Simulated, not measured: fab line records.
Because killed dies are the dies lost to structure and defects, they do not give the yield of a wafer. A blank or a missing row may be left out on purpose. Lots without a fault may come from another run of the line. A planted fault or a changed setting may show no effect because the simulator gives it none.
fab line records	flow nand-harc
record: lots: 13	wafers: 39	last-day: 34
route steps=1302 shown A_ONON_D1@433 END@1302
lots that met no fault: from a run of the same line without faults
start-h: the number of hours between the record's first day and the start of the first shown wafer of the lot	wait-h: hours since the lot's step before	" unchanged from the row above	L1.1+2: several wafers, shown together as one row	- no value, or no start was given	* or withheld: withheld	< > ~ a bound
route shown NAME@n: names a module that has steps shown in the file, with the first one's number in the route	usual: mean and standard deviation over wafers with no fault	same: alike in all rows	chamber/n: place in a boat	sites: each site's reading	_std_site: the values' standard deviation	_edge_site: mean of outer sites minus mean of inner sites	radius-mm: how far each site lies from the wafer's centre	mask NAME#n: copy n	behind: the most recent tool/chamber to have shaped the wafer	hold: what put the lot on hold/how long, in hours/how the hold closed	device: the transistor (n, p or np) that didn't switch	end of line: the route-end tests of the same wafers	a step without rows: its recipe alone	killed: the dies lost at the first sort to structure and to defects; this is not the yield of the wafer	map: dies across one wafer; x = killed, . = not, _ = none there
set.NAME: the setting as run; set.NAME@STEP: as run at that earlier step	model.NAME: the simulator's own value behind a step, which no gauge read
the route's steps for a sample of lots (tables are steps, rows are wafers)
services: a tool's chamber out of use, with start hour (start-h, from the record's first day; less than 0 if before it), hours out, and reason
== steps ==
step: NHARC_A_ONON_D1_THK_MEAS_14
recipe: thk-meas-gauge: ellipsometry
usual: thk-nm: 998/8.9
lot.wafer	tool	chamber	start-h	wait-h	thk-nm
L352.1	film-metro-01	-	165.96	-	1003
L352.3	"	-	"	"	1003
L352.5	"	-	"	"	1002
L353.1	film-metro-02	-	166.01	-	1015
L353.3	"	-	"	"	1017
L353.4	"	-	"	"	1016
L354.1	film-metro-01	-	180.58	-	1002
L354.4	"	-	"	"	1002
L354.6	"	-	"	"	1002
L356.3	film-metro-02	-	201.57	-	1002
L356.4	"	-	"	"	1002
L356.6	"	-	"	"	1003
L357.1	film-metro-01	-	207.47	-	991
L357.4	"	-	"	"	991
L357.5	"	-	"	"	990
L358.2	film-metro-01	-	225.32	-	994
L358.4	"	-	"	"	993
L358.6	"	-	"	"	992
L359.3	film-metro-02	-	235.74	-	995
L359.4	"	-	"	"	994
L359.5	"	-	"	"	995
L360.3	film-metro-02	-	247.81	-	992
L360.5	"	-	"	"	989
L360.6	"	-	"	"	990
L363.4	film-metro-02	-	282.01	-	1011
L363.5	"	-	"	"	1011
L363.6	"	-	"	"	1013
L366.3	film-metro-02	-	310.24	-	992
L366.4	"	-	"	"	993
L366.6	"	-	"	"	993
L369.1	film-metro-01	-	330.90	-	978
L369.4	"	-	"	"	978
L369.6	"	-	"	"	978
L370.3	film-metro-02	-	342.67	-	991
L370.4	"	-	"	"	989
L370.5	"	-	"	"	990
L375.1	film-metro-02	-	396.26	-	984
L375.3	"	-	"	"	983
L375.5	"	-	"	"	985
step: NHARC_A_ONON_D1_THK_MEAS_24
recipe: thk-meas-gauge: ellipsometry
usual: thk-nm: 999/8.6
lot.wafer	tool	chamber	start-h	wait-h	thk-nm
L352.1	film-metro-02	-	174.66	-	983
L352.3	"	-	"	"	985
L352.5	"	-	"	"	985
L353.1	film-metro-01	-	174.67	-	1001
L353.3	"	-	"	"	1000
L353.4	"	-	"	"	999
L354.1	film-metro-01	-	189.77	-	1006
L354.4	"	-	"	"	1007
L354.6	"	-	"	"	1006
L356.3	film-metro-01	-	209.67	-	999
L356.4	"	-	"	"	1001
L356.6	"	-	"	"	999
L357.1	film-metro-01	-	216.36	-	1001
L357.4	"	-	"	"	1001
L357.5	"	-	"	"	1002
L358.2	film-metro-02	-	234.23	-	1006
L358.4	"	-	"	"	1006
L358.6	"	-	"	"	1007
L359.3	film-metro-01	-	244.65	-	995
L359.4	"	-	"	"	997
L359.5	"	-	"	"	994
L360.3	film-metro-01	-	260.85	-	1011
L360.5	"	-	"	"	1010
L360.6	"	-	"	"	1012
L363.4	film-metro-01	-	290.93	-	1003
L363.5	"	-	"	"	1004
L363.6	"	-	"	"	1004
L366.3	film-metro-01	-	319.85	-	1003
L366.4	"	-	"	"	1003
L366.6	"	-	"	"	1003
L369.1	film-metro-02	-	339.64	-	994
L369.4	"	-	"	"	994
L369.6	"	-	"	"	994
L370.3	film-metro-01	-	353.70	-	991
L370.4	"	-	"	"	992
L370.5	"	-	"	"	989
L375.1	film-metro-02	-	405.75	-	988
L375.3	"	-	"	"	987
L375.5	"	-	"	"	988
step: NHARC_A_ONON_D1_DEP_25
recipe: target-thk-a: 10000	n2-flow-sccm: 2750	n2o-flow-sccm: 2000	nh3-flow-sccm: 500	sih4-flow-sccm: 210	temp-c: 400
usual: n2-flow-sccm: 2751/8.4
lot.wafer	tool	chamber	start-h	wait-h	n2-flow-sccm
L352.1	pecvd-onon-04	0	174.71	0.1	2762
L352.3	"	0	"	"	2754
L352.5	"	0	"	"	2759
L353.1	pecvd-onon-03	0	174.73	0.1	2748
L353.3	"	0	"	"	2755
L353.4	"	0	"	"	2756
L354.1	pecvd-onon-04	0	189.83	0.1	2739
L354.4	"	0	"	"	2739
L354.6	"	0	"	"	2740
L356.3	pecvd-onon-03	0	209.85	0.2	2754
L356.4	"	0	"	"	2753
L356.6	"	0	"	"	2742
L357.1	pecvd-onon-03	0	216.41	0.1	2744
L357.4	"	0	"	"	2760
L357.5	"	0	"	"	2756
L358.2	pecvd-onon-04	0	234.35	0.1	2732
L358.4	"	0	"	"	2748
L358.6	"	0	"	"	2747
L359.3	pecvd-onon-03	0	244.82	0.2	2758
L359.4	"	0	"	"	2753
L359.5	"	0	"	"	2760
L360.3	pecvd-onon-02	0	261.02	0.2	2761
L360.5	"	0	"	"	2749
L360.6	"	0	"	"	2748
L363.4	pecvd-onon-04	0	291.18	0.2	2745
L363.5	"	0	"	"	2761
L363.6	"	0	"	"	2754
L366.3	pecvd-onon-03	0	320.03	0.2	2758
L366.4	"	0	"	"	2733
L366.6	"	0	"	"	2760
L369.1	pecvd-onon-03	0	339.70	0.1	2753
L369.4	"	0	"	"	2752
L369.6	"	0	"	"	2755
L370.3	pecvd-onon-04	0	353.87	0.2	2754
L370.4	"	0	"	"	2736
L370.5	"	0	"	"	2749
L375.1	pecvd-onon-02	0	405.80	0.1	2732
L375.3	"	0	"	"	2750
L375.5	"	0	"	"	2757
step: NHARC_A_ONON_D1_THK_MEAS_27
recipe: thk-meas-gauge: ellipsometry
usual: thk-nm: 999/9.8
lot.wafer	tool	chamber	start-h	wait-h	hold	thk-nm
L352.1	film-metro-02	-	175.22	-	-	998
L352.3	"	-	"	"	-	997
L352.5	"	-	"	"	-	996
L353.1	film-metro-01	-	175.23	-	-	1002
L353.3	"	-	"	"	-	1001
L353.4	"	-	"	"	-	1001
L354.1	film-metro-02	-	190.34	-	-	992
L354.4	"	-	"	"	-	995
L354.6	"	-	"	"	-	992
L356.3	film-metro-01	-	210.25	-	-	1009
L356.4	"	-	"	"	-	1007
L356.6	"	-	"	"	-	1007
L357.1	film-metro-02	-	216.92	-	-	1004
L357.4	"	-	"	"	-	1001
L357.5	"	-	"	"	-	1003
L358.2	film-metro-01	-	234.80	-	-	1003
L358.4	"	-	"	"	-	1002
L358.6	"	-	"	"	-	999
L359.3	film-metro-01	-	245.22	-	-	997
L359.4	"	-	"	"	-	995
L359.5	"	-	"	"	-	994
L360.3	film-metro-01	-	261.41	-	-	997
L360.5	"	-	"	"	-	996
L360.6	"	-	"	"	-	998
L363.4	film-metro-01	-	291.52	-	-	998
L363.5	"	-	"	"	-	998
L363.6	"	-	"	"	-	1000
L366.3	film-metro-02	-	320.42	-	await-dispo/0.2h/release	670
L366.4	"	-	"	"	await-dispo/0.2h/release	671
L366.6	"	-	"	"	await-dispo/0.2h/release	670
L366.3	film-metro-02	-	320.60	0.2	-	668
L366.4	"	-	"	"	-	671
L366.6	"	-	"	"	-	669
L369.1	film-metro-02	-	340.22	-	await-dispo/0.2h/release	682
L369.4	"	-	"	"	await-dispo/0.2h/release	680
L369.6	"	-	"	"	await-dispo/0.2h/release	682
L369.1	film-metro-02	-	340.39	0.2	-	682
L369.4	"	-	"	"	-	682
L369.6	"	-	"	"	-	681
L370.3	film-metro-01	-	354.27	-	-	1007
L370.4	"	-	"	"	-	1008
L370.5	"	-	"	"	-	1007
L375.1	film-metro-02	-	406.31	-	-	1011
L375.3	"	-	"	"	-	1012
L375.5	"	-	"	"	-	1011
step: NHARC_A_ONON_D1_DEP_33
recipe: target-thk-a: 2000	temp-c: 400	pressure-torr: 6.5	rf-w: 900	teos-flow-sccm: 161.4	flow-sccm: 2650	target-thk-nm: 200	gas: O2	material: SiO2
usual: heater-power-w: 630/120	throttle-valve-pct: 15.8/0.43
lot.wafer	tool	chamber	start-h	wait-h	heater-power-w	throttle-valve-pct
L352.1	pecvd-04	1	175.89	0.1	457	16.2
L352.3	"	2	"	"	804	16.0
L352.5	"	1	"	"	480	15.9
L353.1	pecvd-01	1	176.15	0.1	682	15.9
L353.3	"	0	"	"	638	15.7
L353.4	"	1	"	"	702	16.0
L354.1	pecvd-04	1	191.00	0.1	600	16.0
L354.4	"	1	"	"	604	15.9
L354.6	"	2	"	"	801	15.9
L356.3	pecvd-01	1	210.97	0.2	738	16.3
L356.4	"	2	"	"	400	15.7
L356.6	"	1	"	"	780	16.1
L357.1	pecvd-01	2	217.65	0.1	483	15.9
L357.5	"	0	"	"	551	15.9
L357.4	"	2	"	"	496	15.9
L358.2	pecvd-01	1	235.42	0.1	812	16.2
L358.6	"	1	"	"	810	16.0
L358.4	"	2	"	"	526	16.0
L359.3	pecvd-04	1	245.88	0.1	587	16.1
L359.4	"	0	"	"	498	15.3
L359.5	"	1	"	"	593	16.0
L360.3	pecvd-02	2	262.08	0.1	651	15.2
L360.6	"	1	"	"	589	15.7
L360.5	"	0	"	"	811	16.1
L363.4	pecvd-02	0	292.28	0.2	721	15.8
L363.5	"	1	"	"	633	15.8
L363.6	"	2	"	"	564	15.6
L366.3	pecvd-02	1	326.16	0.1	613	15.5
L366.4	"	2	"	"	573	15.7
L366.6	"	0	"	"	801	16.2
L369.1	pecvd-01	0	343.06	0.6	542	15.3
L369.6	"	1	"	"	724	16.6
L369.4	"	0	"	"	584	15.3
L370.3	pecvd-02	2	354.89	0.1	640	15.8
L370.4	"	2	"	"	656	15.7
L370.5	"	0	"	"	663	16.3
L375.3	pecvd-02	0	406.93	0.1	780	16.4
L375.1	"	2	"	"	537	15.7
L375.5	"	2	"	"	541	15.6
step: NHARC_END_SORT_01
recipe: temp-c: 25
usual: killed-at-array: 56/19	killed-at-other: 1.0/1.3	killed-at-periphery: 3.8/2.2	killed-dies: 61/19	killed-open: 3.1/1.9	killed-short: 2.3/1.5
same: gross-dies: 677
lot.wafer	tool	chamber	start-h	wait-h	killed-at-array	killed-at-other	killed-at-periphery	killed-dies	killed-open	killed-short
L363.6	prober-02	0	679.34	4.0	75	2	2	79	2	2
L366.3	prober-01	0	705.91	3.1	671	3	3	677	2	2
L366.4	prober-01	0	706.71	3.4	675	1	1	677	4	1
L366.6	prober-01	0	708.32	4.0	669	2	6	677	0	2
L369.1	prober-01	0	775.42	2.5	674	0	3	677	2	4
L369.4	prober-01	0	777.83	3.4	671	0	6	677	7	1
L369.6	prober-01	0	779.43	4.0	671	0	6	677	5	1
killed by level:class
L363.6 A_CHANNEL_HOLE_D1:chamber-film-flake=30 A_SLIT:chamber-film-flake=28 A_WL_FILL:chamber-film-flake=4 A_CONTACT:chamber-film-flake=4 A_ZERO_WELL:chamber-film-flake=3 A_CHANNEL_FILL_D2:geometric-particle:open=2 A_STAIRCASE:chamber-film-flake=2 THIN_TSV:chamber-film-flake=2
L366.3 A_ONON_D1:area-dep=621 A_CHANNEL_HOLE_D1:chamber-film-flake=31 A_SLIT:chamber-film-flake=7 A_CONTACT:chamber-film-flake=5 THIN_TSV:chamber-film-flake=2 A_WL_FILL:chamber-film-flake=2 A_BONDPAD:chamber-film-flake=2 P_M0:geometric-particle:open=1
L366.4 A_ONON_D1:area-dep=637 A_CHANNEL_HOLE_D1:chamber-film-flake=25 A_STAIRCASE:chamber-film-flake=3 A_SLIT:chamber-film-flake=2 A_CONTACT:chamber-film-flake=2 P_GATE:geometric-particle:open=1 A_ONON_D1:geometric-particle:open=1 A_ONON_D2:geometric-particle:open=1
L366.6 A_ONON_D1:area-dep=623 A_CHANNEL_HOLE_D1:chamber-film-flake=34 P_STI:chamber-film-flake=5 A_SLIT:chamber-film-flake=4 A_CONTACT:chamber-film-flake=3 A_STAIRCASE:chamber-film-flake=2 A_SGD_CUT:geometric-particle:short=1 STARTING-WAFER:geometric-particle:short=1
L369.1 A_ONON_D1:area-dep=625 A_CHANNEL_HOLE_D2:chamber-film-flake=20 A_CHANNEL_HOLE_D1:chamber-film-flake=10 A_STAIRCASE:chamber-film-flake=6 A_SLIT:chamber-film-flake=5 A_WL_FILL:geometric-particle:short=2 P_ZERO_WELL:chamber-film-flake=2 A_CONTACT:chamber-film-flake=2
L369.4 A_ONON_D1:area-dep=614 A_CHANNEL_HOLE_D2:chamber-film-flake=23 A_STAIRCASE:chamber-film-flake=8 A_SLIT:chamber-film-flake=7 A_CHANNEL_HOLE_D1:chamber-film-flake=6 P_M0:geometric-particle:open=4 A_SGD_CUT:chamber-film-flake=4 A_CONTACT:chamber-film-flake=3
L369.6 A_ONON_D1:area-dep=605 A_CHANNEL_HOLE_D2:chamber-film-flake=26 A_STAIRCASE:chamber-film-flake=10 A_CHANNEL_HOLE_D1:chamber-film-flake=8 A_SLIT:chamber-film-flake=8 P_ZERO_WELL:chamber-film-flake=6 A_CONTACT:chamber-film-flake=6 A_M0:geometric-particle:open=2
== services ==
tool	chamber	start-h	hours	kind
pecvd-onon-02	-	185.09	13.0	pm
pecvd-onon-03	-	227.00	13.0	pm
pecvd-02	-	227.25	13.0	pm
pecvd-02	0	227.25	13.0	vent-cycle
pecvd-02	1	227.25	13.0	vent-cycle
pecvd-02	2	227.25	13.0	vent-cycle
pecvd-02	0	240.25	-	clean
pecvd-02	1	240.25	-	clean
pecvd-02	2	240.25	-	clean
pecvd-04	0	248.34	4.1	repair
pecvd-01	1	253.55	2.2	repair
pecvd-04	-	269.13	13.0	pm
pecvd-01	0	301.85	8.6	repair
pecvd-01	-	311.38	13.0	pm
pecvd-01	0	311.38	13.0	vent-cycle
pecvd-01	1	311.38	13.0	vent-cycle
pecvd-01	2	311.38	13.0	vent-cycle
pecvd-onon-04	-	311.46	13.0	pm
pecvd-01	0	324.38	-	clean
pecvd-01	1	324.38	-	clean
pecvd-01	2	324.38	-	clean
pecvd-04	1	324.70	4.3	repair
pecvd-onon-02	-	366.09	13.0	pm
pecvd-02	1	373.79	25.4	repair
== key ==
first-sign: step: NHARC_A_ONON_D1_THK_MEAS_27	reading: visit	direction: added
effect: step: NHARC_A_ONON_D1_THK_MEAS_27	reading: thk-nm	direction: down	sigmas: 33	usual: 999	struck: 676
effect: step: NHARC_END_SORT_01	reading: killed-at-array	direction: up	sigmas: 33	usual: 56	struck: 672
more-kills-born-at: NHARC_A_ONON_D1_DEP_25@pecvd-onon-03: 3725
met-at NHARC_A_ONON_D1_DEP_25
struck-lots L366,L369
later-rows-left-out L366.3,L366.4,L366.6,L369.1,L369.4,L369.6
tester-left-out L366,L369
not-acting-at NHARC_A_ONON_D1_THK_MEAS_14,NHARC_A_ONON_D1_THK_MEAS_24,NHARC_A_ONON_D1_DEP_33
onset-between 244.82 320.03
fault: kind: process-parameter-drift	tool: pecvd-onon-03	chamber: -	onset-h: 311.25	steps: NHARC_A_ONON_D1_DEP_25	channel: target-thk-a	offset: *	shape: step	end-h: 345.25	acts-in: *	stated: *
tester-left-out: of these lots the tester's yield and bins aren't shown, on N5 and GAA mostly nor the transistor test; their killed dies are dies lost to structure and defects alone, not to doping, threshold or leakage, so they don't give the yield
later-rows-left-out: the simulator's readings of these wafers behind a module that went badly wrong aren't trusted and aren't shown, but for the sort
